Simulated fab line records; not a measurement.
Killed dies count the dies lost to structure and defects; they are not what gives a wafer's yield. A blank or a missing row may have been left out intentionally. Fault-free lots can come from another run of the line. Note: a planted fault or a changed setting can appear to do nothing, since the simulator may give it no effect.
One fault through the eyes of 2 desks + flow nand_harc + each desk has only its own numbers; what lay behind them comes last

AT THE TOOL OWNER'S DESK: rie_metal-03
The tool's own readings at NHARC_A_WL_FILL_ETCHBACK_17 (etches the open film in Cl2/BCl3, target depth 4 nm, time 26.7 s): means of the sampled wafers that have a number, for each lot that ran on this tool. If a lot's mean is further than 4 standard deviations from the usual mean, the lot is out of limits and carries the mark OUT (the distance appears in the brackets).
Columns: A = drypump_motor_current_A at NHARC_A_WL_FILL_ETCHBACK_17, usual 5.3 A; B = oes_product_au at NHARC_A_WL_FILL_ETCHBACK_17, usual 1.000 a.u.; C = run_length_s at NHARC_A_WL_FILL_ETCHBACK_17, usual 47.7 s
| lot  | first seen here | A   | B     | C              |
|------|-----------------|-----|-------|----------------|
| L244 | day 21 05:56    | 5.2 | 0.988 | 47.8           |
| L245 | day 21 17:28    | 5.2 | 0.992 | 47.5           |
| L248 | day 22 12:42    | 5.2 | 0.988 | 47.5           |
| L251 | day 24 13:02    | 5.1 | 0.998 | 47.9           |
| L257 | day 27 00:14    | 5.0 | 1.005 | 36.8 (-25) OUT |
| L260 | day 28 04:02    | 5.1 | 1.007 | 36.9 (-25) OUT |
| L266 | day 30 19:09    | 5.2 | 0.994 | 47.6           |
This desk's finding: out of limits on L257, L260; first on L257, day 27 00:14 (run_length_s at NHARC_A_WL_FILL_ETCHBACK_17). L244, L245, L248, L251, L266 stayed within limits.

FROM THE METROLOGY DESK
What the gauges read for every lot (on any tool): the sampled wafers with a number, averaged. If a lot's mean is further than 4 standard deviations from the usual mean, the lot is out of limits and carries the mark OUT (the distance appears in the brackets).
Columns: A = cd_nm at NHARC_A_SLIT_CD_MEAS_21, usual 289.6 nm
| lot  | first seen here | A     |
|------|-----------------|-------|
| L244 | day 20 11:26    | 290.8 |
| L246 | day 20 20:40    | 288.6 |
| L247 | day 20 21:39    | 289.6 |
| L245 | day 21 00:05    | 289.2 |
| L248 | day 21 18:04    | 289.5 |
| L250 | day 22 23:56    | 289.9 |
| L251 | day 23 18:50    | 288.4 |
| L257 | day 26 02:29    | 291.1 |
| L260 | day 27 09:30    | 289.3 |
| L262 | day 27 22:36    | 289.6 |
| L264 | day 28 20:12    | 289.3 |
| L266 | day 29 23:15    | 290.4 |
Result from this desk: across the 12 lots, nothing is out of limits.

BROUGHT TOGETHER
An alarm could have come from the tool owner's desk at day 27 00:14, on L257, L260.
Nothing out of limits was seen by the metrology desk.
The metrology desk holds a record of L257, L260, inside its limits.
The lots listed all ran NHARC_A_WL_FILL_ETCHBACK_17 on rie_metal-03.

WHAT THE SIMULATOR HAD PUT IN
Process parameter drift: rie_metal-03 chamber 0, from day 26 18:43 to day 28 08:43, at NHARC_A_WL_FILL_ETCHBACK_17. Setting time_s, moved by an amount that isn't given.
Lots struck among those shown: L257, L260.
How many hours passed from the start of the fault until each desk's first out-of-limits reading: the tool owner's desk, 6.
